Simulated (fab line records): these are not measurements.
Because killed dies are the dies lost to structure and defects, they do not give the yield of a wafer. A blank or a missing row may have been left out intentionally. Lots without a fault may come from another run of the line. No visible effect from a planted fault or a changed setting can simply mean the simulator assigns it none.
A struck lot beside a sound one | flow n5_finfet | 15 steps out of a route of 1938
Sound: wafers L255.1, L255.3, L255.5. Struck: wafer L265.1. (L265.3 of the same lot was not struck and is left out.) The cause comes at the end.
Each step with rows lists, per side, the tool, then ch with its chambers, then its first start. Under that, the readings that differ: sound wafers | struck wafers | difference of the means | sigmas: that difference in standard deviations of wafers without a fault.
alike: same words and numbers on both sides, and readings whose means sit less than 2 such deviations apart. not compared: any withheld reading, any reading some wafer has no value for, any bound like >300 that may hide the same value, and any number with overlapping values for which the record gives no deviation.
A row with sigmas, a row that says differs or no value, or rows on one side alone: a step with any of these is where the two part. Numbers that have no deviation but don't overlap get no sigmas and don't part them. Lack of a reading on every wafer of one side parts them only where that side has two or more wafers.

first, 4 steps without rows for these wafers: N5_BEOL_M3_SOFTBAKE_23 (time 60 s); N5_BEOL_M3_EXPOSE_25 (exposes mask V2, defocus 5 nm); N5_BEOL_M3_PEB_26 (peb time 60 s); N5_BEOL_M3_DEVELOP_27 (develop time 30 s).
N5_BEOL_M3_CD_MEAS_28: target cd 25.7 nm, target cd y 23.3 nm.
  sound on cd_sem-03 ch 0, day 7 17:52; struck on cd_sem-03 ch 0, day 10 08:01
  alike: cd_nm
N5_BEOL_M3_OVL_MEAS_29:
  sound on overlay-02 ch 0, day 7 17:53; struck on overlay-02 ch 0, day 10 08:02
  reading     | sound          | struck | difference | sigmas
  V2_OVL (nm) | -0.7 -0.1 -0.4 | 0.7    | +1.1       | +2
N5_BEOL_M3_INSPECT_30: inspects for defects (brightfield).
  struck on defect_inspect-01, day 10 08:06; sound on defect_inspect-02, day 7 17:57
  alike: raw_defect_count
N5_BEOL_M3_DESCUM_33: chemistry O2, time 7 s.
  sound on rie_diel-06 ch 0,2, day 7 18:08; struck on rie_diel-06 ch 2, day 10 08:08
  alike: drypump_motor_current_A, oes_product_au, rf_fwd_power_W, rf_vpp_V, showerhead_plenum_p_Torr, throttle_valve_pct
  not compared: rf_hours_counter_h
N5_BEOL_M3_ETCH_77: etches underlayer in N2/H2, target depth 6.5 nm, time 5.2 s.
  sound on rie_diel-06 ch 0,2, day 7 18:10; struck on rie_diel-06 ch 2, day 10 08:10
  alike: drypump_motor_current_A, etch_rf_on_time_s, oes_product_au, rf_fwd_power_W, rf_vpp_V, showerhead_plenum_p_Torr, throttle_valve_pct
  not compared: rf_hours_counter_h
N5_BEOL_M3_ETCH_69: etches SiARC in CF4, target depth 15.6 nm, time 26 s.
  sound on rie_diel-06 ch 0,2, day 7 18:11; struck on rie_diel-06 ch 2, day 10 08:11
  alike: drypump_motor_current_A, etch_rf_on_time_s, oes_product_au, rf_fwd_power_W, rf_vpp_V, showerhead_plenum_p_Torr, throttle_valve_pct
  not compared: rf_hours_counter_h
N5_BEOL_M3_ALD_98: deposits SiO2, target thk 2.5 nm, pulse time 1 s, co reactant pulse time 1 s.
  sound on ald_sin-01 ch 0,2,3, day 7 18:16; struck on ald_sin-01 ch 2, day 10 08:16
  alike: heater_power_w, precursor_pulse_height_rel
  not compared: since_wet_clean_h
N5_BEOL_M3_ETCHBACK_99: etches SiO2 in CHF3, target depth 5 nm, time 10.4 s.
  sound on rie_diel-03 ch 0,2,3, day 7 23:56; struck on rie_diel-03 ch 2, day 10 13:40
  alike: drypump_motor_current_A, oes_product_au, rf_fwd_power_W, rf_vpp_V, showerhead_plenum_p_Torr, throttle_valve_pct
  not compared: rf_hours_counter_h
N5_BEOL_M3_ETCH_70: etches SOC in N2/H2, target depth 80 nm, overetch 16 nm, time 120 s.
  sound on rie_diel-03 ch 0,2,3, day 7 23:59; struck on rie_diel-03 ch 2, day 10 13:42
  reading                                    | sound       | struck | difference | sigmas
  model.SiARC_of_BEOL_M3_COAT_68.thk_nm (nm) | 6.2 6.4 6.4 | 7.4    | +1.1       |
  alike: drypump_motor_current_A, oes_product_au, rf_fwd_power_W, rf_vpp_V, showerhead_plenum_p_Torr, throttle_valve_pct
  not compared: rf_hours_counter_h
then, 1 step without rows for these wafers: N5_BEOL_M3_STRIP_71 (strips in N2/H2).
N5_BEOL_M4_RC_MEAS_101:
  sound on prober-01 ch 0, day 8 11:54; struck on prober-02 ch 0, day 11 06:19
  alike: DIBL_N, DIBL_P, IOFF_N, IOFF_P, ION_N, ION_P, SS_N, SS_P, VT_N, VT_P

== WHERE THEY PART ==
Within this record, at N5_BEOL_M3_OVL_MEAS_29 only. Later steps at which nothing parts them and some readings are alike: N5_BEOL_M3_INSPECT_30, N5_BEOL_M3_DESCUM_33, N5_BEOL_M3_ETCH_77, N5_BEOL_M3_ETCH_69, N5_BEOL_M3_ALD_98, N5_BEOL_M3_ETCHBACK_99, N5_BEOL_M3_ETCH_70, N5_BEOL_M4_RC_MEAS_101.

WHY: the cause the simulator had injected
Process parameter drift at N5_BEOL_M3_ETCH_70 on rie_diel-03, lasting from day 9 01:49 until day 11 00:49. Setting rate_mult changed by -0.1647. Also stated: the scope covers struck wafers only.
